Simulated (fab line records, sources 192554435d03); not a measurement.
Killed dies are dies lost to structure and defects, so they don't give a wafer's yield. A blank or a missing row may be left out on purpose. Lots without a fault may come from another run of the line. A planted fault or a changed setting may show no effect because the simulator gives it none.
Chamber matching | flow n5_finfet | N5_BEOL_M0_SAQP_PECVD_97 on pecvd-02: 3 sister chambers
The step deposits SiNx from SiH4/NH3/N2, target thk 23 nm, time 19.9 s. 6 wafers are shown with their chamber, then 9 later ones without.

WAFERS WITH THEIR CHAMBER
wafer  | chamber | throttle_valve_pct (%) | showerhead_plenum_p_Torr (Torr)
L422.3 | 2       | 37.3                   | 5.11
L426.3 | 0       | 40.2                   | 5.17
L426.4 | 0       | 40.3                   | 5.17
L429.1 | 2       | 37.4                   | 5.12
L429.2 | 1       | 40.4                   | 5.24
L429.5 | 1       | 40.2                   | 5.24

WAFERS WITHOUT THEIR CHAMBER
wafer  | throttle_valve_pct (%) | showerhead_plenum_p_Torr (Torr)
L438.2 | 40.4                   | 5.17
L438.4 | 37.8                   | 5.12
L438.5 | 37.6                   | 5.12
L437.1 | 40.4                   | 5.17
L437.3 | 37.7                   | 5.13
L437.6 | 40.1                   | 5.24
L440.1 | 40.3                   | 5.23
L440.4 | 40.3                   | 5.17
L440.6 | 40.3                   | 5.24

WHICH CHAMBER EACH WENT THROUGH
wafer  | from the rows above | in truth
L438.2 | 0                   | 0
L438.4 | 2                   | 2
L438.5 | 2                   | 2
L437.1 | 0                   | 0
L437.3 | 2                   | 2
L437.6 | 1                   | 1
L440.1 | 1                   | 1
L440.4 | 0                   | 0
L440.6 | 1                   | 1
Placed correctly: 9 of 9. Can't be placed from these rows: 0. Placed wrongly: 0.
How it was worked out, from the rows above alone: a wafer's distance from a chamber is the root of the sum, over the readings, of the square of ((its reading less the chamber's mean) divided by the reading's scatter). The wafer belongs to the nearest chamber; if the next one is less than 2 further off, it can't be placed. A chamber's mean is the mean of its shown wafers. The scatter: the root of (the sum of the squares of (reading less its chamber's mean) over the shown wafers, divided by (wafers less chambers)).
